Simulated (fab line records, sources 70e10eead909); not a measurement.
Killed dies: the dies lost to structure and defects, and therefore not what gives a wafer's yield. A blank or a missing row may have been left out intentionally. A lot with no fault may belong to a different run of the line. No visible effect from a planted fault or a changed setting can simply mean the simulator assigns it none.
What tool caused it? + flow nand-harc + 13 lots with 39 wafers sampled at 5 steps, on a route of 1159 steps

WHAT THE GAUGES SHOWED, per wafer
NHARC_END_SORT_01. Usual: killed-at-array 21, standard deviation 8.9; killed-at-other 0.8, standard deviation 1.3; killed-at-periphery 3.6, standard deviation 2.4; killed-dies 26, standard deviation 8.9; killed-open 3.1, standard deviation 1.8; killed-short 1.9, standard deviation 1.3.
| lot  | measured     | on        | killed-at-array | killed-at-other | killed-at-periphery | killed-dies | killed-open | killed-short | flag |
|------|--------------|-----------|-----------------|-----------------|---------------------|-------------|-------------|--------------|------|
| L980 | day 19 22:40 | prober-02 | 28 24 36        | 0 0 0           | 3 0 1               | 31 24 37    | 1 5 3       | 4 1 0        |      |
| L991 | day 22 12:31 | prober-01 | 15 8 8          | 0 1 7           | 3 9 6               | 18 18 21    | 5 2 2       | 0 1 0        |      |
| L992 | day 23 07:30 | prober-01 | 24 28 19        | 1 1 0           | 0 2 3               | 25 31 22    | 2 3 3       | 3 3 1        |      |
| L995 | day 23 23:53 | prober-01 | 22 28 20        | 0 0 0           | 4 2 3               | 26 30 23    | 5 3 1       | 1 2 3        |      |
| L996 | day 24 07:35 | prober-02 | 19 25 24        | 0 1 0           | 3 5 1               | 22 31 25    | 4 4 5       | 1 1 1        |      |

WHICH TOOL RAN EACH LOT (tool, then ch and the chambers of the sampled wafers, then the start)
| lot  | NHARC_A_CHANNEL_HOLE_D1_ETCH_25  | NHARC_A_CHANNEL_HOLE_D1_ETCH_33  | NHARC_A_CHANNEL_FILL_D1_ALD_15                 | NHARC_A_CHANNEL_FILL_D1_ALD_16   |
|------|----------------------------------|----------------------------------|------------------------------------------------|----------------------------------|
| L979 | har-etch-02 ch 0,1, day 9 00:34  | har-etch-02 ch 0,1, day 9 01:31  | ald-sin-batch-01 ch 0, day 9 15:43 or earlier  | ald-hk-01 ch 2,3, day 9 15:43    |
| L980 | har-etch-01 ch 0,1, day 9 08:25  | har-etch-01 ch 0,1, day 9 09:30  | ald-sin-batch-02 ch 0, day 9 23:52 or earlier  | ald-hk-02 ch 1,2, day 9 23:52    |
| L983 | har-etch-02 ch 0,1, day 9 13:29  | har-etch-02 ch 0,1, day 9 14:27  | ald-sin-batch-03 ch 0, day 10 04:06 or earlier | ald-hk-01 ch 1,2,3, day 10 04:06 |
| L988 | har-etch-02 ch 0,1, day 11 01:55 | har-etch-02 ch 0,1, day 11 02:53 | ald-sin-batch-02 ch 0, day 11 19:40 or earlier | ald-hk-01 ch 1,2,3, day 11 19:40 |
| L990 | har-etch-01 ch 1, day 11 15:28   | har-etch-01 ch 1, day 11 16:25   | ald-sin-batch-02 ch 0, day 12 05:47 or earlier | ald-hk-04 ch 0,3, day 12 05:47   |
| L991 | har-etch-02 ch 0,1, day 11 18:50 | har-etch-02 ch 0,1, day 11 19:47 | ald-sin-batch-03 ch 0, day 12 09:57 or earlier | ald-hk-02 ch 0,1,2, day 12 09:57 |
| L992 | har-etch-01 ch 0,1, day 12 09:10 | har-etch-01 ch 0,1, day 12 10:14 | ald-sin-batch-02 ch 0, day 12 23:00            | ald-hk-04 ch 0,1,3, day 13 01:18 |
| L995 | har-etch-01 ch 0,1, day 12 20:45 | har-etch-01 ch 0,1, day 12 21:43 | ald-sin-batch-01 ch 0, day 13 14:32 or earlier | ald-hk-02 ch 0,2,3, day 13 14:32 |
| L996 | har-etch-02 ch 1, day 13 06:40   | har-etch-02 ch 1, day 13 07:38   | ald-sin-batch-01 ch 0, day 13 22:52 or earlier | ald-hk-04 ch 1,3, day 13 22:52   |
| L997 | har-etch-01 ch 0,1, day 13 07:27 | har-etch-01 ch 0,1, day 13 08:17 | ald-sin-batch-01 ch 0, day 13 22:43 or earlier | ald-hk-04 ch 1,2, day 13 22:43   |
| L999 | har-etch-02 ch 0,1, day 13 22:25 | har-etch-02 ch 0,1, day 13 23:16 | ald-sin-batch-02 ch 0, day 14 13:17 or earlier | ald-hk-01 ch 0,3, day 14 13:17   |
| L998 | har-etch-02 ch 0,1, day 14 02:17 | har-etch-02 ch 0,1, day 14 03:22 | ald-sin-batch-01 ch 0, day 14 17:52 or earlier | ald-hk-01 ch 0,1,2, day 14 17:52 |
| L100 | har-etch-02 ch 0,1, day 14 11:45 | har-etch-02 ch 0,1, day 14 12:43 | ald-sin-batch-02 ch 0, day 15 02:58 or earlier | ald-hk-01 ch 0,1,3, day 15 02:58 |
- NHARC_A_CHANNEL_HOLE_D1_ETCH_25: etches the open film in C4F8/O2/Ar, time 1040.2 s, target depth 1500 nm.
- NHARC_A_CHANNEL_HOLE_D1_ETCH_33: etches the open film in C4F8/O2/Ar, time 90 s, target depth 400 nm.
- NHARC_A_CHANNEL_FILL_D1_ALD_15: deposits SiNx, target thk 2 nm, pulse time 60 s, ald cycles 19.
- NHARC_A_CHANNEL_FILL_D1_ALD_16: deposits SiO2, target thk 1.5 nm, pulse time 10 s, ald cycles 15.

AS READ BY THE TOOLS THEMSELVES (means over the sampled wafers that have a number; for cases with no such wafer, the mark the record gives instead)
NHARC_A_CHANNEL_HOLE_D1_ETCH_25. Usual: drypump-motor-current-A 5.7 A, standard deviation 0.41; showerhead-plenum-p-Torr 3.74 Torr, standard deviation 0.087; throttle-valve-pct 32.235 %, standard deviation 0.01.
| lot  | tool        | drypump-motor-current-A (A) | showerhead-plenum-p-Torr (Torr) | throttle-valve-pct (%) | flag |
|------|-------------|-----------------------------|---------------------------------|------------------------|------|
| L979 | har-etch-02 | 6.0                         | 3.83                            | 32.229                 |      |
| L980 | har-etch-01 | 5.5                         | 3.65                            | 32.230                 |      |
| L983 | har-etch-02 | 6.0                         | 3.79                            | 32.237                 |      |
| L988 | har-etch-02 | 6.0                         | 3.78                            | 32.240                 |      |
| L990 | har-etch-01 | 5.0                         | 3.72                            | 32.237                 |      |
| L991 | har-etch-02 | 6.1                         | 3.81                            | 32.227                 |      |
| L992 | har-etch-01 | 5.2                         | 3.68                            | 32.234                 |      |
| L995 | har-etch-01 | 5.2                         | 3.67                            | 32.238                 |      |
| L996 | har-etch-02 | 6.1                         | 3.84                            | 32.237                 |      |
| L997 | har-etch-01 | 5.2                         | 3.67                            | 32.234                 |      |
| L999 | har-etch-02 | 6.0                         | 3.80                            | 32.236                 |      |
| L998 | har-etch-02 | 6.0                         | 3.76                            | 32.226                 |      |
| L100 | har-etch-02 | 6.0                         | 3.79                            | 32.238                 |      |

NHARC_A_CHANNEL_HOLE_D1_ETCH_33. Usual: drypump-motor-current-A 5.7 A, standard deviation 0.41; showerhead-plenum-p-Torr 3.78 Torr, standard deviation 0.09; throttle-valve-pct 27.621 %, standard deviation 0.0097.
| lot  | tool        | drypump-motor-current-A (A) | showerhead-plenum-p-Torr (Torr) | throttle-valve-pct (%) | flag |
|------|-------------|-----------------------------|---------------------------------|------------------------|------|
| L979 | har-etch-02 | 6.1                         | 3.87                            | 27.620                 |      |
| L980 | har-etch-01 | 5.4                         | 3.69                            | 27.622                 |      |
| L983 | har-etch-02 | 6.0                         | 3.84                            | 27.621                 |      |
| L988 | har-etch-02 | 6.0                         | 3.83                            | 27.623                 |      |
| L990 | har-etch-01 | 5.0                         | 3.76                            | 27.602                 |      |
| L991 | har-etch-02 | 6.0                         | 3.86                            | 27.620                 |      |
| L992 | har-etch-01 | 5.2                         | 3.72                            | 27.614                 |      |
| L995 | har-etch-01 | 5.2                         | 3.72                            | 27.629                 |      |
| L996 | har-etch-02 | 6.1                         | 3.89                            | 27.620                 |      |
| L997 | har-etch-01 | 5.2                         | 3.71                            | 27.620                 |      |
| L999 | har-etch-02 | 6.0                         | 3.84                            | 27.621                 |      |
| L998 | har-etch-02 | 6.0                         | 3.81                            | 27.611                 |      |
| L100 | har-etch-02 | 6.0                         | 3.84                            | 27.627                 |      |

NHARC_A_CHANNEL_FILL_D1_ALD_15. Usual: precursor-pulse-height-rel 1.000, standard deviation 0.018.
| lot  | tool             | precursor-pulse-height-rel | flag |
|------|------------------|----------------------------|------|
| L979 | ald-sin-batch-01 | 1.012                      |      |
| L980 | ald-sin-batch-02 | 0.992                      |      |
| L983 | ald-sin-batch-03 | 0.997                      |      |
| L988 | ald-sin-batch-02 | 1.000                      |      |
| L990 | ald-sin-batch-02 | 1.012                      |      |
| L991 | ald-sin-batch-03 | 1.010                      |      |
| L992 | ald-sin-batch-02 | 1.001                      |      |
| L995 | ald-sin-batch-01 | 1.015                      |      |
| L996 | ald-sin-batch-01 | 0.991                      |      |
| L997 | ald-sin-batch-01 | 1.004                      |      |
| L999 | ald-sin-batch-02 | 0.987                      |      |
| L998 | ald-sin-batch-01 | 0.991                      |      |
| L100 | ald-sin-batch-02 | 1.002                      |      |

NHARC_A_CHANNEL_FILL_D1_ALD_16. Usual: heater-power-w 496 W, standard deviation 55; precursor-pulse-height-rel 1.001, standard deviation 0.019.
| lot  | tool      | heater-power-w (W) | precursor-pulse-height-rel | flag |
|------|-----------|--------------------|----------------------------|------|
| L979 | ald-hk-01 | 476                | 0.990                      |      |
| L980 | ald-hk-02 | 420                | 1.001                      |      |
| L983 | ald-hk-01 | 501                | 1.016                      |      |
| L988 | ald-hk-01 | 483                | 1.016                      |      |
| L990 | ald-hk-04 | 539                | 0.988                      |      |
| L991 | ald-hk-02 | 444                | 0.981                      |      |
| L992 | ald-hk-04 | 522                | 1.012                      |      |
| L995 | ald-hk-02 | 466                | 0.998                      |      |
| L996 | ald-hk-04 | 519                | 1.001                      |      |
| L997 | ald-hk-04 | 507                | 1.004                      |      |
| L999 | ald-hk-01 | 469                | 1.010                      |      |
| L998 | ald-hk-01 | 497                | 0.990                      |      |
| L100 | ald-hk-01 | 507                | 1.004                      |      |

THE ANSWER, worked out from the rows above alone
Rule: take the mean of a lot's wafers that have a number; if it is more than 3 standard deviations from the usual mean, the lot is off. Also off: a lot with no number at a reading for which 4 or more lots have one. All remaining lots with rows at the step are treated as sound. Order of review: gauges by route order, followed by the tools' own readings, for which a lot's mean as printed above is used. At the first step where some lot is off, the reading lying furthest off is the one used; lots without a number count as furthest.
No lot is off at any reading shown: from this, nothing can be told.

WHAT HAD BEEN PUT IN BY THE SIMULATOR
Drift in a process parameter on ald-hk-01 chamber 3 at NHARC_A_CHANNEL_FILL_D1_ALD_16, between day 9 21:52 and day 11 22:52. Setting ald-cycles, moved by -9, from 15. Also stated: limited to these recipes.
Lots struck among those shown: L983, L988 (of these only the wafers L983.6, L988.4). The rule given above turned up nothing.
